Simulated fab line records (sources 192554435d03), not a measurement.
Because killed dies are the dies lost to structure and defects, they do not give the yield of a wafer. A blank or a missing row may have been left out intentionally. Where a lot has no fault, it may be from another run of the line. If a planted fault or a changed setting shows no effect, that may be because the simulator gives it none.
Which tool did it? | flow n5Finfet | Sampling: 9 lots, 27 wafers, 6 of 1938 route steps

## WHAT THE GAUGES READ, wafer by wafer
N5_SD_ACTIVATION_RS_MEAS_03: uses a four-point probe to measure. Usual: RS_SD_N 21.9 ohm/sq, standard deviation 0.32; RS_SD_P 56.2 ohm/sq, standard deviation 0.95.
lot  | measured    | on           | RS_SD_N (ohm/sq) | RS_SD_P (ohm/sq) | flag
L267 | day 3 15:39 | filmMetro-01 | 21.7 21.5 21.5   | 56.3 56.5 56.9   | 
L269 | day 3 23:55 | filmMetro-02 | 21.8 21.8 21.7   | 56.5 56.8 56.4   | 
L272 | day 4 16:23 | filmMetro-02 | 22.1 21.7 22.0   | 55.7 56.1 54.8   | 
L279 | day 6 09:32 | filmMetro-02 | 22.1 22.5 22.1   | 56.2 55.5 55.4   | 
L281 | day 6 23:07 | filmMetro-01 | 20.6 20.8 20.7   | 56.2 56.4 56.1   | OFF
L282 | day 7 03:54 | filmMetro-01 | 20.4 20.6 20.8   | 56.6 57.0 56.8   | OFF
L284 | day 7 15:24 | filmMetro-01 | 22.2 21.8 21.8   | 56.0 55.6 54.3   | 
L286 | day 8 02:16 | filmMetro-01 | 21.9 21.6 22.1   | 54.8 55.6 55.4   | 
L288 | day 9 00:27 | filmMetro-02 | 21.7 22.1 22.3   | 55.7 54.8 55.1   | 

N5_ILD0_THK_MEAS_08. Usual: thkNm at 139.1 nm, with a standard deviation of 0.98.
lot  | measured    | on           | thkNm (nm)        | flag
L267 | day 3 18:59 | filmMetro-02 | 138.9 139.7 138.7 | 
L269 | day 4 03:23 | filmMetro-01 | 138.6 137.9 138.7 | 
L272 | day 4 19:52 | filmMetro-01 | 139.7 139.5 139.7 | 
L279 | day 6 12:55 | filmMetro-01 | 140.0 141.0 140.0 | 
L281 | day 7 02:32 | filmMetro-02 | 138.2 138.1 137.7 | 
L282 | day 7 07:15 | filmMetro-01 | 140.0 138.3 139.3 | 
L284 | day 7 18:44 | filmMetro-02 | 139.8 138.7 139.6 | 
L286 | day 8 06:11 | filmMetro-02 | 139.4 138.9 140.7 | 
L288 | day 9 03:47 | filmMetro-01 | 138.6 140.2 138.4 | 

N5_BEOL_M4_RC_MEAS_101. Usual: DIBL_N 35.8 mV/V, standard deviation 1.4; DIBL_P 35.8 mV/V, standard deviation 1.6; IOFF_N 0.152 nA/um, standard deviation 0.021; IOFF_P 0.204 nA/um, standard deviation 0.027; ION_N 672 uA/um, standard deviation 8.7; ION_P 461 uA/um, standard deviation 6.2; RC_DENSE_N 18.97 ohm.um, standard deviation 0.3; RC_N 15.45 ohm.um, standard deviation 0.23; REXT_N 74.9 ohm.um, standard deviation 1.5; RS_SD_N 28.4 ohm/sq, standard deviation 0.44; SS_N 71.5 mV/dec, standard deviation 0.54; SS_P 73.1 mV/dec, standard deviation 0.57; VT_N 250.0 mV, standard deviation 2.5; VT_P -250.6 mV, standard deviation 2.7.
lot  | measured     | on        | DIBL_N (mV/V)  | DIBL_P (mV/V)  | IOFF_N (nA/um)    | IOFF_P (nA/um)    | ION_N (uA/um) | ION_P (uA/um) | RC_DENSE_N (ohm.um) | RC_N (ohm.um)     | REXT_N (ohm.um) | RS_SD_N (ohm/sq) | SS_N (mV/dec)  | SS_P (mV/dec)  | VT_N (mV)         | VT_P (mV)            | flag
L267 | day 8 16:16  | prober-01 | 35.2 33.2 34.6 | 35.6 33.7 34.7 | 0.168 0.141 0.152 | 0.230 0.197 0.206 | 678 680 673   | 466 463 463   | 18.90 19.16 18.63   | 15.44 15.46 15.19 | 74.9 75.3 75.2  | 28.1 27.6 28.0   | 71.2 70.2 71.4 | 72.4 72.3 73.0 | 247.5 251.0 249.4 | -248.2 -248.5 -247.2 | 
L269 | day 8 23:56  | prober-02 | 34.7 35.5 35.3 | 34.2 35.7 34.9 | 0.138 0.151 0.144 | 0.192 0.212 0.207 | 671 678 673   | 461 464 460   | 18.97 18.56 19.08   | 15.30 15.17 15.32 | 74.5 75.1 75.6  | 27.8 27.9 28.0   | 71.9 71.5 71.2 | 73.5 73.1 73.0 | 247.8 248.7 247.1 | -249.0 -249.7 -249.5 | 
L272 | day 9 15:29  | prober-01 | 36.1 35.1 35.7 | 38.4 36.2 37.7 | 0.167 0.140 0.160 | 0.224 0.187 0.219 | 683 663 672   | 465 452 467   | 18.74 19.03 18.87   | 15.42 15.43 15.47 | 75.4 75.7 75.1  | 28.6 28.1 28.2   | 71.4 71.5 71.5 | 73.3 72.1 72.7 | 250.7 252.5 250.2 | -252.5 -252.6 -250.2 | 
L279 | day 11 01:29 | prober-01 | 36.2 35.8 35.5 | 36.1 35.8 34.8 | 0.148 0.143 0.141 | 0.185 0.178 0.175 | 660 672 667   | 450 460 459   | 19.25 18.83 19.19   | 15.52 15.39 15.48 | 74.6 75.2 74.2  | 28.8 28.8 28.5   | 71.7 71.3 71.3 | 73.4 73.4 73.7 | 250.4 250.5 252.3 | -254.4 -254.1 -250.3 | 
L281 | day 12 02:23 | prober-02 | 36.1 38.2 36.6 | 35.6 38.5 36.8 | 0.160 0.191 0.180 | 0.187 0.233 0.212 | 683 677 684   | 458 461 464   | 17.90 18.42 18.21   | 14.63 14.89 14.71 | 71.0 71.7 70.8  | 26.9 27.1 26.9   | 72.0 72.2 71.6 | 72.2 73.4 73.0 | 247.8 246.7 244.0 | -250.8 -249.8 -251.7 | OFF
L282 | day 12 05:31 | prober-01 | 40.0 40.1 39.9 | 36.3 37.7 36.6 | 0.214 0.223 0.221 | 0.204 0.214 0.213 | 687 693 692   | 459 462 456   | 18.07 18.02 17.95   | 14.79 14.49 14.70 | 68.0 69.0 69.3  | 26.7 26.9 27.0   | 72.5 72.0 72.7 | 73.7 73.7 74.0 | 244.3 243.5 244.6 | -250.7 -251.5 -249.0 | OFF
L284 | day 12 10:43 | prober-02 | 36.3 36.6 37.8 | 33.7 34.8 36.4 | 0.125 0.138 0.153 | 0.179 0.205 0.223 | 666 664 669   | 450 463 467   | 19.61 18.93 19.41   | 15.83 15.41 15.90 | 74.1 73.0 73.9  | 28.8 28.3 28.4   | 71.3 70.9 71.6 | 72.8 73.0 72.8 | 251.2 248.9 249.4 | -251.7 -248.7 -248.9 | 
L286 | day 13 14:13 | prober-02 | 34.4 37.6 36.8 | 32.6 37.1 35.8 | 0.107 0.159 0.135 | 0.163 0.227 0.200 | 665 670 660   | 465 465 457   | 19.12 18.65 19.06   | 15.55 15.23 15.52 | 78.6 77.9 78.9  | 28.1 28.3 28.8   | 71.2 71.1 72.2 | 72.1 73.9 73.2 | 252.2 249.6 253.0 | -253.7 -247.9 -249.8 | 
L288 | day 13 20:19 | prober-01 | 37.1 37.5 37.0 | 36.6 37.4 37.1 | 0.175 0.194 0.192 | 0.236 0.260 0.255 | 681 680 692   | 469 468 478   | 19.08 18.98 19.13   | 15.63 15.64 15.47 | 73.8 74.5 74.8  | 27.9 29.0 28.8   | 71.5 71.4 70.6 | 73.4 74.0 73.7 | 250.5 246.3 244.7 | -247.9 -245.3 -246.4 | 

## WHAT TOOL EACH LOT RAN ON (gives the tool, then ch and the chambers of the sampled wafers, and finally the start)
lot  | N5_SD_EPI_N_EPI_21            | N5_SD_EPI_P_DESCUM_14            | N5_ILD0_CMP_07
L267 | epiRpcvd-02 ch 0, day 3 08:03 | rieDiel-03 ch 0,1,3, day 3 10:32 | cmp-04 ch 0,1,2, day 3 18:41
L269 | epiRpcvd-02 ch 0, day 3 16:43 | rieDiel-03 ch 0,1,2, day 3 19:40 | cmp-03 ch 1,2,3, day 4 03:10
L272 | epiRpcvd-03 ch 0, day 4 09:02 | rieDiel-06 ch 0,1, day 4 12:14   | cmp-04 ch 0,1,3, day 4 19:37
L279 | epiRpcvd-03 ch 0, day 6 02:35 | rieDiel-03 ch 0,1, day 6 05:20   | cmp-02 ch 0,1,3, day 6 12:39
L281 | epiRpcvd-03 ch 0, day 6 16:25 | rieDiel-04 ch 0,1,3, day 6 18:56 | cmp-03 ch 0,2,3, day 7 02:19
L282 | epiRpcvd-03 ch 0, day 6 20:49 | rieDiel-03 ch 0,1,3, day 6 23:43 | cmp-03 ch 0,3, day 7 06:59
L284 | epiRpcvd-02 ch 0, day 7 08:26 | rieDiel-03 ch 1,3, day 7 10:56   | cmp-02 ch 0,1,2, day 7 18:26
L286 | epiRpcvd-02 ch 0, day 7 19:20 | rieDiel-06 ch 1,2,3, day 7 22:01 | cmp-02 ch 1,2,3, day 8 05:58
L288 | epiRpcvd-02 ch 0, day 8 12:01 | rieDiel-06 ch 0,1, day 8 15:32   | cmp-03 ch 1,2,3, day 9 03:30
- N5_SD_EPI_N_EPI_21: deposits Si:P, time 690 s.
- N5_SD_EPI_P_DESCUM_14: chemistry O2, time 7.9 s.
- N5_ILD0_CMP_07: polishes SiO2 flowable, stops on poly-Si, t overpolish 1.18 s, target thk 138.88 nm.

## AS READ BY THE TOOLS THEMSELVES (means over the sampled wafers that have a number; for cases with no such wafer, the mark the record gives instead)
N5_SD_EPI_P_DESCUM_14. Usual: drypumpMotorCurrentA 5.8 A, standard deviation 0.4; oesProductAu 0.76 a.u., standard deviation 0.071; rfVppV 243.2 V, standard deviation 1.5; showerheadPlenumPTorr 2.09 Torr, standard deviation 0.073; throttleValvePct 20.50 %, standard deviation 0.22.
lot  | tool       | drypumpMotorCurrentA (A) | oesProductAu (a.u.) | rfVppV (V) | showerheadPlenumPTorr (Torr) | throttleValvePct (%) | flag
L267 | rieDiel-03 | 6.0                      | 0.77                | 243.8      | 2.10                         | 20.38                | 
L269 | rieDiel-03 | 5.6                      | 0.72                | 243.6      | 2.14                         | 20.46                | 
L272 | rieDiel-06 | 5.8                      | 0.76                | 242.4      | 2.06                         | 20.65                | 
L279 | rieDiel-03 | 5.6                      | 0.73                | 243.6      | 2.14                         | 20.35                | 
L281 | rieDiel-04 | 5.7                      | 0.85                | 245.1      | 2.16                         | 20.26                | 
L282 | rieDiel-03 | 6.0                      | 0.76                | 243.4      | 2.09                         | 20.42                | 
L284 | rieDiel-03 | 6.1                      | 0.76                | 242.4      | 2.07                         | 20.44                | 
L286 | rieDiel-06 | 5.9                      | 0.74                | 241.3      | 2.01                         | 20.46                | 
L288 | rieDiel-06 | 5.6                      | 0.71                | 242.8      | 2.11                         | 20.82                | 

N5_ILD0_CMP_07. Usual: motorCurrentA at 12.5 A, with a standard deviation of 1.4.
lot  | tool   | motorCurrentA (A) | flag
L267 | cmp-04 | 11.4              | 
L269 | cmp-03 | 12.2              | 
L272 | cmp-04 | 10.8              | 
L279 | cmp-02 | 13.5              | 
L281 | cmp-03 | 12.8              | 
L282 | cmp-03 | 13.1              | 
L284 | cmp-02 | 13.6              | 
L286 | cmp-02 | 13.4              | 
L288 | cmp-03 | 12.4              | 

## THE ANSWER, worked out from the rows above alone
Rule: lot off if the mean of its wafers having a number is beyond 3 standard deviations from the usual mean. Also off: a lot with no number at a reading for which 4 or more lots have one. All remaining lots with rows at the step are treated as sound. Order of review: gauges by route order, followed by the tools' own readings, for which a lot's mean as printed above is used. The first step at which some lot is off is used, and at that step the reading that is off furthest; a lot without a number counts as furthest.
Off: L281, L282, seen at N5_SD_ACTIVATION_RS_MEAS_03 (RS_SD_N).
A tool fits if, at a process step before that reading, it ran every lot that is off, and no sound lot after the first of them. The gauges at N5_SD_ACTIVATION_RS_MEAS_03 aren't tried: what is off there is off at N5_BEOL_M4_RC_MEAS_101 too, on other tools, and a gauge's error can't cause that. One candidate fits, namely epiRpcvd-03 at N5_SD_EPI_N_EPI_21. A fault onset in the window from L279 (day 6 02:35, its last sound lot) to L281 (day 6 16:25, its first lot off) fits.

## WHAT THE SIMULATOR HAD INSERTED
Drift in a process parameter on epiRpcvd-03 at N5_SD_EPI_N_EPI_21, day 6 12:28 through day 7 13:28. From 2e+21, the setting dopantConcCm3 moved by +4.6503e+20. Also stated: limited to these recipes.
Struck lots among those shown: L281, L282. The rule above reached the same finding.
